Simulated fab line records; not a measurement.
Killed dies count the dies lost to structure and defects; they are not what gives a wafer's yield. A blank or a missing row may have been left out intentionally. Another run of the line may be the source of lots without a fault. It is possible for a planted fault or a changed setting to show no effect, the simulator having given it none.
fab line records	flow nandHarc
[record] lots = 5	wafers = 15	lastDay = 32
route steps=1302 shown P_CONTACT@224 P_M0@253 END@1302
lots untouched by any fault: they come from a run of this same line in which no faults occurred
startH: hours from the record's first day to the start of the lot's first wafer shown	waitH: time in hours since the lot's previous step	" same as the row above	L1.1+2: several wafers, shown together as one row	- no value, or no start was given	* or withheld: withheld	< > ~ a bound
route shown NAME@n: a module of which the file shows steps, and the number in the route of the first	usual: mean/standard deviation taken from wafers without a fault	same: alike in all rows	chamber/n: place in a boat	sites: readings site by site	_std_site: standard deviation across them	_edge_site: outer sites' mean less inner sites'	radiusMm: how far each site lies from the wafer's centre	mask NAME#n: copy n	behind: tool/chamber where the wafer was last shaped	hold: the reason the lot was held/the length of the hold in hours/how it ended	device: transistor that didn't switch, given as n, p or np	end of line: the tests these same wafers got at the end of their route	a step without rows: its recipe alone	killed: not the wafer's yield, but the dies lost to structure and defects at the first sort	map: per-die view of a wafer (x killed, . not killed, _ where there is no die)
set.NAME: the setting as run; set.NAME@STEP: as run at that earlier step	model.NAME: the simulator's own value behind a step, which no gauge read
certain route steps with their lots: each step a table, each wafer a row
services: when a tool's chamber went out of use (startH, in hours from the record's first day, below 0 if earlier), for how many hours, and the reason
[[steps]]
[step NHARC_P_CONTACT_COAT_33]
[recipe] tempC = 260	timeS = 75
[step NHARC_P_CONTACT_COAT_34]
[recipe] tempC = 225	timeS = 65
[step NHARC_P_CONTACT_COAT_06]
[recipe] spinRpm = 1500	resistThkNm = 90
[step NHARC_P_CONTACT_SOFTBAKE_07]
[recipe] tempC = 105	timeS = 55
[step NHARC_P_CONTACT_EBR_08]
[step NHARC_P_CONTACT_EXPOSE_09]
[recipe] na = 1.35	targetCdNm = 90	doseMj = 81.26	maskId = P_CA
[step NHARC_P_CONTACT_PEB_10]
[recipe] pebTempC = 100	pebTimeS = 65
[step NHARC_P_CONTACT_DEVELOP_11]
[recipe] developTimeS = 35	devTempC = 23
[step NHARC_P_CONTACT_CD_MEAS_12]
[recipe] targetCdNm = 90	landingEnergyEv = 500
[usual] cdNm = 90.1/0.45
lot.wafer	tool	chamber	startH	waitH	cdNm
L258.2	cdSem-03	0	127.12	-	90.7
L258.4	"	0	"	"	89.2
L258.5	"	0	"	"	90.2
L268.2	cdSem-02	0	225.01	-	90.5
L268.5	"	0	"	"	90.1
L268.6	"	0	"	"	90.7
L275.1	cdSem-02	0	294.46	-	89.6
L275.3	"	0	"	"	89.7
L275.5	"	0	"	"	89.4
L278.1	cdSem-01	0	327.71	-	90.8
L278.3	"	0	"	"	90.5
L278.6	"	0	"	"	89.7
L279.1	cdSem-01	0	339.71	-	90.6
L279.3	"	0	"	"	90.2
L279.5	"	0	"	"	89.7
[step NHARC_P_CONTACT_OVL_MEAS_13]
[usual] overlayXNm = -0.1/0.62	overlayYNm = 0.1/0.61
lot.wafer	tool	chamber	startH	waitH	overlayXNm	overlayYNm
L258.2	overlay-01	-	127.20	-	0.1	-0.1
L258.4	"	-	"	"	-0.8	-0.2
L258.5	"	-	"	"	-0.3	-0.9
L268.2	overlay-02	-	225.10	-	0.8	-0.2
L268.5	"	-	"	"	0.7	-0.2
L268.6	"	-	"	"	0.8	-0.7
L275.1	overlay-02	-	294.55	-	-0.4	0.3
L275.3	"	-	"	"	-0.6	0.4
L275.5	"	-	"	"	-0.4	0.5
L278.1	overlay-01	-	327.80	-	0.3	0.3
L278.3	"	-	"	"	1.0	0.0
L278.6	"	-	"	"	0.5	0.1
L279.1	overlay-02	-	339.79	-	-0.7	0.4
L279.3	"	-	"	"	-0.9	0.5
L279.5	"	-	"	"	-0.7	0.4
[step NHARC_P_CONTACT_INSPECT_14]
[usual] rawDefectCount = 3.7/2.2
lot.wafer	tool	chamber	startH	waitH	rawDefectCount
L258.2	defectInspect-01	-	127.24	0.0	6
L258.4	"	-	"	"	11
L258.5	"	-	"	"	6
L268.2	defectInspect-02	-	225.13	0.0	2
L268.5	"	-	"	"	5
L268.6	"	-	"	"	4
L275.1	defectInspect-01	-	294.59	0.0	4
L275.3	"	-	"	"	4
L275.5	"	-	"	"	7
L278.1	defectInspect-02	-	327.83	0.0	0
L278.3	"	-	"	"	3
L278.6	"	-	"	"	5
L279.1	defectInspect-01	-	339.83	0.0	1
L279.3	"	-	"	"	2
L279.5	"	-	"	"	3
[step NHARC_P_CONTACT_DESCUM_17]
[recipe] timeS = 3	o2FlowSccm = 200	arFlowSccm = 0	biasPowerW = 0	chemistry = O2
[step NHARC_P_CONTACT_ETCH_35]
[recipe] targetDepthA = 390	overEtchFrac = 0.3	timeS = 65	ionEnergyEv = 80	cf4FlowSccm = 150	arFlowSccm = 0	rfW = 300	biasW = 100	chemistry = CF4
[usual] drypumpMotorCurrentA = 5.5/0.48	mfcArSccm = 0.007/0.011	oesProductAu = 1.002/0.0063	rfVppV = 151.5/1.2	showerheadPlenumPTorr = 1.79/0.071	throttleValvePct = 13.284/0.0098
lot.wafer	tool	chamber	startH	waitH	drypumpMotorCurrentA	mfcArSccm	oesProductAu	rfHoursCounterH	rfVppV	showerheadPlenumPTorr	throttleValvePct
L258.4	rieDiel-13	0	127.39	0.1	6.0	0.025	1.010	4.2	151.5	1.80	13.286
L258.2	"	2	"	"	5.1	0.008	1.003	4.2	149.2	1.74	13.275
L258.5	"	0	"	"	6.0	0.025	0.997	-	151.3	1.80	13.295
L268.2	rieDiel-06	3	225.29	0.1	4.6	0	1.002	2.5	151.1	1.78	13.282
L268.6	"	2	"	"	5.5	0	1.008	-	149.3	1.66	13.277
L268.5	"	3	"	"	4.7	0	1.006	-	151.1	1.78	13.281
L275.3	rieDiel-13	2	294.73	0.1	5.1	0.008	0.990	2.7	151.4	1.74	13.278
L275.1	"	3	"	"	5.8	0	0.982	2.5	151.6	1.88	13.294
L275.5	"	3	"	"	5.8	0	0.990	-	152.1	1.88	13.277
L278.1	rieDiel-02	0	327.98	0.1	5.2	0.010	1.006	5.7	150.6	1.83	13.292
L278.3	"	2	"	"	5.7	0.009	1.010	5.4	149.7	1.69	13.288
L278.6	"	1	"	"	4.9	0	1.002	-	153.5	1.89	13.283
L279.1	rieDiel-06	0	339.99	0.1	6.2	0	0.993	0.5	153.3	1.87	13.282
L279.3	"	1	"	"	6.0	0	0.999	0.7	152.2	1.79	13.300
L279.5	"	2	"	"	5.5	0	0.992	-	150.5	1.66	13.281
[step NHARC_P_CONTACT_ETCH_36]
[recipe] targetDepthA = 2600	overEtchFrac = 0.25	timeS = 406.25	ionEnergyEv = 200	n2FlowSccm = 150	h2FlowSccm = 150	arFlowSccm = 0	rfW = 400	biasW = 150	chemistry = N2/H2
[usual] drypumpMotorCurrentA = 5.5/0.47	mfcArSccm = 0.007/0.01	oesProductAu = 1.004/0.0078	rfVppV = 431.4/2.7	showerheadPlenumPTorr = 2.07/0.093	throttleValvePct = 14.172/0.0088
lot.wafer	tool	chamber	startH	waitH	drypumpMotorCurrentA	mfcArSccm	oesProductAu	rfHoursCounterH	rfVppV	showerheadPlenumPTorr	throttleValvePct
L258.4	rieDiel-13	0	-	-	6.0	0.025	0.997	4.3	430.8	2.08	14.158
L258.2	"	1	"	"	5.4	0.006	1.011	4.2	433.8	2.18	14.185
L258.5	"	0	"	"	6.0	0.025	1.010	-	431.3	2.08	14.167
L268.2	rieDiel-06	1	-	-	5.9	0	1.003	3.1	431.6	2.07	14.156
L268.5	"	0	"	"	6.2	0	0.998	-	434.8	2.17	14.168
L268.6	"	1	"	"	5.9	0	1.005	-	431.9	2.07	14.170
L275.3	rieDiel-13	3	-	-	5.8	0	1.006	2.6	434.9	2.18	14.174
L275.1	"	2	"	"	5.1	0.008	1.006	2.8	430.2	2.00	14.190
L275.5	"	3	"	"	5.8	0	1.015	-	434.6	2.18	14.173
L278.1	rieDiel-02	1	-	-	5.0	0	0.993	5.7	433.7	2.19	14.184
L278.3	"	2	"	"	5.7	0.009	1.000	5.5	427.9	1.94	14.182
L278.6	"	1	"	"	5.0	0	0.998	-	434.5	2.19	14.156
L279.1	rieDiel-06	3	-	-	4.6	0	0.996	0.7	429.7	2.05	14.170
L279.3	"	1	"	"	5.9	0	1.006	0.8	431.4	2.07	14.171
L279.5	"	0	"	"	6.2	0	0.995	-	433.1	2.17	14.189
[step NHARC_P_CONTACT_ETCH_18]
[recipe] targetDepthA = 4810	timeS = 240.5	c4f8FlowSccm = 20	o2FlowSccm = 10	arFlowSccm = withheld	rfW = 600	biasW = 1500	chemistry = C4F8/O2/Ar
[usual] oesProductAu = 0.963/0.019	rfVppV = 980/5.9
lot.wafer	tool	chamber	startH	waitH	oesProductAu	rfHoursCounterH	rfVppV
L258.4	rieDiel-13	1	-	-	0.979	4.3	987
L258.2	"	2	"	"	0.980	4.4	976
L258.5	"	3	"	"	0.962	-	986
L268.2	rieDiel-06	2	-	-	0.977	2.8	970
L268.6	"	0	"	"	0.956	-	986
L268.5	"	1	"	"	0.960	-	981
L275.1	rieDiel-13	2	-	-	0.991	2.8	976
L275.3	"	1	"	"	0.974	2.8	987
L275.5	"	2	"	"	0.972	-	977
L278.1	rieDiel-02	1	-	-	0.948	5.9	988
L278.3	"	0	"	"	0.962	6.0	983
L278.6	"	1	"	"	0.953	-	988
L279.3	rieDiel-06	0	-	-	0.925	0.8	987
L279.1	"	2	"	"	0.921	1.0	969
L279.5	"	0	"	"	0.919	-	987
[step NHARC_P_CONTACT_STRIP_37]
[recipe] c4f8FlowSccm = withheld	o2FlowSccm = 8	arFlowSccm = withheld	biasW = 0	chemistry = C4F8/O2/Ar
[step NHARC_P_CONTACT_ETCH_31]
[recipe] targetDepthA = 300	timeS = 85.7	ionEnergyEv = 120	overEtchFrac = 1	ch3fFlowSccm = 50	o2FlowSccm = 30	arFlowSccm = 200	rfW = 500	biasW = 100	chemistry = CH3F/O2
[step NHARC_P_CONTACT_CD_MEAS_19]
[usual] cdNm = 90.0/1.1
lot.wafer	tool	chamber	startH	waitH	cdNm
L258.2	cdSem-01	-	128.18	-	90.7
L258.4	"	-	"	"	89.7
L258.5	"	-	"	"	90.7
L268.2	cdSem-03	-	226.06	-	90.8
L268.5	"	-	"	"	90.4
L268.6	"	-	"	"	90.2
L275.1	cdSem-01	-	295.52	-	90.6
L275.3	"	-	"	"	90.2
L275.5	"	-	"	"	89.4
L278.1	cdSem-03	-	328.76	-	91.2
L278.3	"	-	"	"	89.9
L278.6	"	-	"	"	88.8
L279.1	cdSem-03	-	341.14	-	88.9
L279.3	"	-	"	"	91.6
L279.5	"	-	"	"	90.5
[step NHARC_P_CONTACT_STRIP_28]
[recipe] o2FlowSccm = 500	arFlowSccm = 0	biasW = 0	chemistry = O2
[step NHARC_P_CONTACT_STRIP_29]
[recipe] timeS = 1200	tempC = 72.5	chemistry = postEtchResidueRemover
[step NHARC_P_CONTACT_DEGAS_38]
[recipe] tempC = 300	timeS = 60
[usual] heaterPowerW = 475/56
lot.wafer	tool	chamber	startH	waitH	heaterPowerW
L258.4	pvdSputter-01	-	128.90	-	412
L258.2	"	-	"	"	511
L258.5	"	-	"	"	414
L268.2	pvdSputter-02	-	226.81	-	488
L268.5	"	-	"	"	449
L268.6	"	-	"	"	377
L275.1	pvdSputter-02	-	296.24	-	399
L275.3	"	-	"	"	474
L275.5	"	-	"	"	423
L278.3	pvdSputter-01	-	329.47	-	516
L278.1	"	-	"	"	565
L278.6	"	-	"	"	547
L279.3	pvdSputter-01	-	341.86	-	553
L279.1	"	-	"	"	406
L279.5	"	-	"	"	546
[step NHARC_P_CONTACT_PRE_CLEAN_39]
[recipe] timeS = 19.5	biasV = 250	gas = Ar
[step NHARC_P_CONTACT_PVD_32]
[recipe] targetThkA = 50	chamberPressurePa = 5	powerW = 5000	substrateTempC = 200	timeS = 17.7	material = Ti
[usual] throttleValvePct = 29.5/0.74
lot.wafer	tool	chamber	startH	waitH	throttleValvePct
L258.4	pvdSputter-01	-	-	-	29.7
L258.2	"	-	"	"	29.0
L258.5	"	-	"	"	29.7
L268.2	pvdSputter-02	-	-	-	28.9
L268.6	"	-	"	"	28.7
L268.5	"	-	"	"	29.9
L275.1	pvdSputter-02	-	-	-	28.7
L275.3	"	-	"	"	28.6
L275.5	"	-	"	"	30.1
L278.3	pvdSputter-01	-	-	-	28.4
L278.1	"	-	"	"	30.2
L278.6	"	-	"	"	29.4
L279.1	pvdSputter-01	-	-	-	28.5
L279.3	"	-	"	"	30.3
L279.5	"	-	"	"	28.6
[step NHARC_P_CONTACT_ALD_22]
[recipe] targetThkA = 30	pulseTimeS = 1	aldCycles = 150	tempC = 450	material = TiN
[step NHARC_P_CONTACT_CVD_23]
[recipe] targetThkA = 2000	tempC = 300	pressureTorr = 40	wf6FlowSccm = 40	h2FlowSccm = 1600	arFlowSccm = 1560	timeS = 557	material = W
[step NHARC_P_CONTACT_CMP_24]
[recipe] tOverpolishS = 30	targetThkNm = 200
[usual] motorCurrentA = 12.2/1	overpolishRunS = 29.999/0.0091	slurryFlowMlMin = 150.0/0.5	timeToEndpointS = 40.4/2.6
lot.wafer	tool	chamber	startH	waitH	motorCurrentA	overpolishRunS	slurryFlowMlMin	timeToEndpointS
L258.2	cmp-01	1	130.03	0.5	12.9	29.980	149.6	42.8
L258.4	"	0	"	"	12.1	30.011	149.7	41.9
L258.5	"	1	"	"	12.4	30.003	149.5	41.6
L268.2	cmp-02	0	227.91	0.5	13.5	30.012	149.6	42.2
L268.6	"	3	"	"	11.5	30.000	150.3	46.3
L268.5	"	0	"	"	13.4	30.019	149.8	44.6
L275.1	cmp-01	2	297.33	0.5	11.2	30.002	149.5	38.7
L275.3	"	1	"	"	12.8	29.997	150.3	38.4
L275.5	"	3	"	"	11.0	29.994	150.3	40.0
L278.1	cmp-03	2	330.56	0.6	11.4	30.001	150.1	34.8
L278.3	"	1	"	"	11.4	30.006	149.3	38.2
L278.6	"	2	"	"	11.5	29.991	150.6	35.3
L279.3	cmp-01	0	342.97	0.3	12.4	29.993	149.9	35.8
L279.1	"	2	"	"	10.6	30.009	149.3	34.0
L279.5	"	3	"	"	10.5	29.993	149.6	38.6
[step NHARC_P_CONTACT_SRD_26]
[step NHARC_P_M0_DEP_00]
[recipe] targetThkA = 1500	targetThkNm = 150	tempC = withheld	pressureTorr = 5	flowSccm = 200	rfW = 600	material = SiOC
[step NHARC_P_M0_DEHYDRATE_01]
[recipe] tempC = 150	timeS = 120
[step NHARC_P_M0_HMDS_02]
[recipe] timeS = 30
[step NHARC_P_M0_COAT_33]
[recipe] tempC = 200	timeS = 65
[step NHARC_P_M0_COAT_03]
[recipe] spinRpm = 1500	resistThkNm = 90
[step NHARC_P_M0_SOFTBAKE_04]
[recipe] tempC = 105	timeS = 55
[step NHARC_P_M0_EBR_05]
[step NHARC_P_M0_EXPOSE_06]
[recipe] na = 1.35	targetCdNm = 90	doseMj = 81.28	maskId = P_M0
[step NHARC_P_M0_PEB_07]
[recipe] pebTempC = 100	pebTimeS = 65
[step NHARC_P_M0_DEVELOP_08]
[recipe] developTimeS = 35	devTempC = 23
[step NHARC_P_M0_CD_MEAS_09]
[recipe] targetCdNm = 90	landingEnergyEv = 500
[usual] cdNm = 90.0/0.5
lot.wafer	tool	chamber	startH	waitH	cdNm
L258.2	cdSem-03	0	131.34	-	90.1
L258.4	"	0	"	"	90.2
L258.5	"	0	"	"	90.6
L268.2	cdSem-03	0	229.18	-	90.0
L268.5	"	0	"	"	89.8
L268.6	"	0	"	"	90.1
L275.1	cdSem-03	0	298.50	-	89.2
L275.3	"	0	"	"	90.2
L275.5	"	0	"	"	89.8
L278.1	cdSem-03	0	331.86	-	90.9
L278.3	"	0	"	"	90.5
L278.6	"	0	"	"	90.0
L279.1	cdSem-01	0	344.25	-	90.1
L279.3	"	0	"	"	90.7
L279.5	"	0	"	"	89.9
[step NHARC_P_M0_OVL_MEAS_10]
[recipe] pitchNm = 180
[usual] overlayXNm = 0.0/0.73	overlayYNm = -0.2/0.66
lot.wafer	tool	chamber	startH	waitH	overlayXNm	overlayYNm
L258.2	overlay-01	-	131.43	-	-0.7	0.9
L258.4	"	-	"	"	-0.8	0.1
L258.5	"	-	"	"	-0.7	0.7
L268.2	overlay-01	-	229.27	-	-1.4	-1.9
L268.5	"	-	"	"	-1.4	-1.2
L268.6	"	-	"	"	-1.7	-1.6
L275.1	overlay-02	-	298.59	-	0.4	-0.1
L275.3	"	-	"	"	0.2	-0.5
L275.5	"	-	"	"	0.0	0.2
L278.1	overlay-02	-	331.95	-	-0.3	0.8
L278.3	"	-	"	"	-0.2	0.3
L278.6	"	-	"	"	-0.2	0.8
L279.1	overlay-01	-	344.34	-	0.3	-0.4
L279.3	"	-	"	"	0.2	-0.5
L279.5	"	-	"	"	0.5	-0.3
[step NHARC_END_SORT_01]
[recipe] tempC = 25
[usual] killedAtArray = 56/20	killedAtOther = 1/1.3	killedAtPeriphery = 3.5/2.7	killedDies = 60/20	killedOpen = 3.3/1.6	killedShort = 2.4/1.5
[same] grossDies = 677
lot.wafer	tool	chamber	startH	waitH	killedAtArray	killedAtOther	killedAtPeriphery	killedDies	killedOpen	killedShort
L268.6	prober-01	0	659.26	4.1	57	0	73	130	2	1
// killed by level:class
L268.6 P_CONTACT:unspecified=72 A_CHANNEL_HOLE_D1:chamberFilmFlake=30 A_CHANNEL_HOLE_D2:chamberFilmFlake=21 A_STAIRCASE:chamberFilmFlake=3 P_GATE:geometricParticle:open=1 A_ONON_D1:geometricParticle:short=1 A_M0:geometricParticle:open=1 A_CONTACT:chamberFilmFlake=1
// map L268.6 (x killed, . not)
____________.____________
_________..xxxxx_________
_______...xxxxxxxx_______
______.....xxxxxxxx______
_____......xxxxxxxxx_____
____........xxxxxxxx.____
____.......xxxxxxxx..____
___.........xxxxxxx...___
___..........xxxxxx...___
__.........xxxxx.x.....__
__............xxxxx....__
_.............x.xx......_
_.............x.x......._
_............xxx.xx....._
_............xxxxxx....._
_.........x..x.xxxx....._
.............xxxx........
........xx..xxxx.x..x....
...............xx...x....
.....x......x.xxx.xx..x..
..................xxx.x..
_..................xxx.._
_..................xx..._
_................x....x._
_..................x.x.._
_......................._
__.....................__
__.....................__
___...................___
___...................___
____.................____
____.................____
_____..........x...._____
______.............______
_______..........._______
_________x......_________
____________.____________
// map L279.3 (x killed, . not)
____________.____________
_________......._________
_______..........._______
______.............______
_____.x............._____
____.................____
____......x..........____
___.........x...x.....___
___...................___
__.............x.......__
__.......xx............__
_x.....................x_
_......................._
_.................x....._
_...........x........xx._
_.x...............x...x._
x........................
..........x......x.......
.........................
....................x....
.........................
_.................x....._
_........x.......x....x._
_................x.x...._
_..............xxxx....._
_...x..........x...x...._
__...............x.xx..__
__..............xxxx...__
___.....x...x...xxxxx.___
___...........xx.xx..x___
____...........xx....____
____..........xxxx...____
_____..............._____
______.............______
_______..........._______
_________......._________
____________.____________
[[services]]
tool	chamber	startH	hours	kind
pvdSputter-02	-	104.00	10.0	pm
pvdSputter-01	-	116.01	3.7	repair
rieDiel-13	0	129.16	28.3	repair
rieDiel-06	-	130.21	9.0	pm
cmp-01	-	135.11	0.5	repair
cmp-01	-	148.33	0.2	repair
rieDiel-06	2	153.21	13.1	repair
rieDiel-13	-	165.00	9.0	pm
rieDiel-02	3	179.11	15.8	repair
rieDiel-13	0	185.99	8.2	repair
cmp-01	-	188.52	4.0	pm
rieDiel-02	3	205.51	12.6	repair
rieDiel-02	-	216.70	9.0	pm
cmp-01	-	217.14	7.6	repair
cmp-01	-	225.95	1.0	repair
pvdSputter-01	-	226.00	10.0	pm
rieDiel-06	1	254.48	9.7	repair
rieDiel-06	2	276.16	15.3	repair
pvdSputter-02	-	282.00	10.0	pm
pvdSputter-02	-	303.07	4.6	repair
rieDiel-06	-	307.21	9.0	pm
pvdSputter-02	-	324.53	2.1	repair
pvdSputter-02	-	338.00	10.5	repair
rieDiel-13	-	342.00	9.0	pm
[[key]]
[firstSign] step = NHARC_END_SORT_01	reading = killedAtPeriphery	direction = up	sigmas = 26	usual = 3.5	struck = 73
[effect] step = NHARC_END_SORT_01	reading = killedDies	direction = up	sigmas = 3.4	usual = 60	struck = 130
[moreKillsBornAt] NHARC_P_CONTACT_ETCH_35@rieDiel-06 = 72
metAt NHARC_P_CONTACT_ETCH_35
struckWafers L268.6
testerLeftOut L268
[fault] kind = chamberParticleSource	tool = rieDiel-06	chamber = 2	onsetH = 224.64	steps = NHARC_P_CONTACT_ETCH_35	ratePerVisitCm2 = 1.5892	endH = 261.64
// testerLeftOut: of these lots the tester's yield and bins aren't shown, on N5 and GAA mostly nor the transistor test; their killed dies are dies lost to structure and defects alone, not to doping, threshold or leakage, so they don't give the yield
